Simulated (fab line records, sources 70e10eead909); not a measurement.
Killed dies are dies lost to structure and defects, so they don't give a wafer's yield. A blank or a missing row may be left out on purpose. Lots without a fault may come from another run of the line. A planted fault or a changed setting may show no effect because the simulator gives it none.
A struck lot beside a sound one | flow nand_harc | 17 steps out of a route of 1302
Sound: wafers L539.2, L539.4, L539.6. Struck: wafers L542.1, L542.5. (L542.6 of the same lot was not struck and is left out.) The cause comes at the end.
At each step with rows: each side's tool, then ch and its chambers, then its first start. Under that, the readings that differ: sound wafers | struck wafers | difference of the means | sigmas: that difference in standard deviations of wafers without a fault.
alike: readings whose means differ by less than 2 such deviations, and words and numbers that are the same on both sides. not compared: withheld readings, readings that some wafer has no value for, bounds like >300 that may hide the same value, and numbers for which the record gives no deviation and whose values overlap.
The two part at a step that has a row with sigmas, a row that says differs or no value, or rows on one side only. Numbers that don't overlap but have no deviation are shown without sigmas and don't part them. A reading that every wafer of one side lacks parts them only if that side has two wafers or more.

NHARC_A_M0_OVL_MEAS_10: pitch 160 nm.
  sound on overlay-02, day 23 07:11; struck on overlay-02, day 25 08:21
  alike: overlay_x_nm, overlay_y_nm
NHARC_A_M0_INSPECT_11:
  sound on defect_inspect-01, day 23 07:14; struck on defect_inspect-01, day 25 08:23
  alike: raw_defect_count
then, 2 steps without rows for these wafers: NHARC_A_M0_DESCUM_14 (chemistry O2, time 3 s); NHARC_A_M0_ETCH_34 (etches the open film in N2/H2, target depth 40 nm, overetch 12 nm, time 43.94 s).
NHARC_A_M0_ETCH_15: etches the open film in C4F8/Ar, target depth 150 nm, overetch 15 nm, time 82.5 s.
  sound on rie_diel-01 ch 0,1,3; struck on rie_diel-13 ch 2,3
  alike: bias_w, oes_product_au, rf_vpp_V
  not compared: rf_hours_counter_h
NHARC_A_M0_CD_MEAS_16:
  sound on cd_sem-02, day 23 07:35; struck on cd_sem-01, day 25 08:45
  alike: cd_nm
then, 2 steps without rows for these wafers: NHARC_A_M0_STRIP_18 (strips in N2/H2); NHARC_A_M0_STRIP_19 (strips in post etch residue remover, time 600 s).
NHARC_A_M0_DEGAS_28: time 60 s.
  sound on pvd_sputter-02, day 23 08:13; struck on pvd_sputter-03, day 25 09:23
  reading              | sound | struck        | difference                   | sigmas
  susceptor_temp_C (C) | - - - | 250.04 250.10 | no value on the sound wafers |
  alike: heater_power_w
then, 1 step without rows for these wafers: NHARC_A_M0_PRE_CLEAN_29 (time 30 s).
NHARC_A_M0_PVD_20: deposits TaN, target thk 5 nm, time 8.06 s.
  sound on pvd_sputter-02; struck on pvd_sputter-03
  reading              | sound             | struck      | difference | sigmas
  substrate_temp_c (C) | 50.15 50.16 49.97 | 49.81 49.87 | -0.25      | -3
  alike: throttle_valve_pct
NHARC_A_M0_PVD_21: deposits Cu, target thk 30 nm, time 20.49 s.
  sound on pvd_sputter-02; struck on pvd_sputter-03
  alike: substrate_temp_c, throttle_valve_pct
NHARC_A_M0_ECD_22: material Cu, target thk 400 nm.
  sound on ecd_cu-02 ch 0,1, day 23 08:34; struck on ecd_cu-02 ch 0,1, day 25 09:47
NHARC_A_M0_ANNEAL_30: time 90 s.
  sound on rtp_anneal-01 ch 0, day 23 09:00; struck on rtp_anneal-01 ch 0, day 25 10:07
  alike: wafer_temp_C_max
NHARC_A_M0_CMP_23: polishes, t overpolish 20 s, target thk 113.75 nm.
  sound on cmp-03 ch 0,2,3, day 23 09:17; struck on cmp-03 ch 0,1, day 25 10:33
  reading                | sound          | struck    | difference | sigmas
  time_to_endpoint_s (s) | 22.4 26.5 29.3 | 41.6 42.1 | +15.8      | +6
  alike: motor_current_A
NHARC_A_M0_THK_MEAS_24: measures by xrf.
  sound on film_metro-02, day 23 09:36; struck on film_metro-01, day 25 10:47
  alike: thk_nm
NHARC_END_SORT_01:
  sound on prober-02 ch 0, day 25 01:34; struck on prober-02 ch 0, day 27 00:52
  alike: defect_limited_yield, killed_at_array, killed_at_other, killed_at_periphery, killed_dies, killed_open, killed_short, sort_bin_2_pct, sort_bin_3_pct, sort_bin_4_pct, sort_n_pass, sort_rim_yield_pct, sort_yield_pct

WHERE THEY PART
First at NHARC_A_M0_DEGAS_28; last, within this record, at NHARC_A_M0_CMP_23. Later steps at which nothing parts them and some readings are alike: NHARC_A_M0_THK_MEAS_24, NHARC_END_SORT_01.

WHY: what the simulator had put in
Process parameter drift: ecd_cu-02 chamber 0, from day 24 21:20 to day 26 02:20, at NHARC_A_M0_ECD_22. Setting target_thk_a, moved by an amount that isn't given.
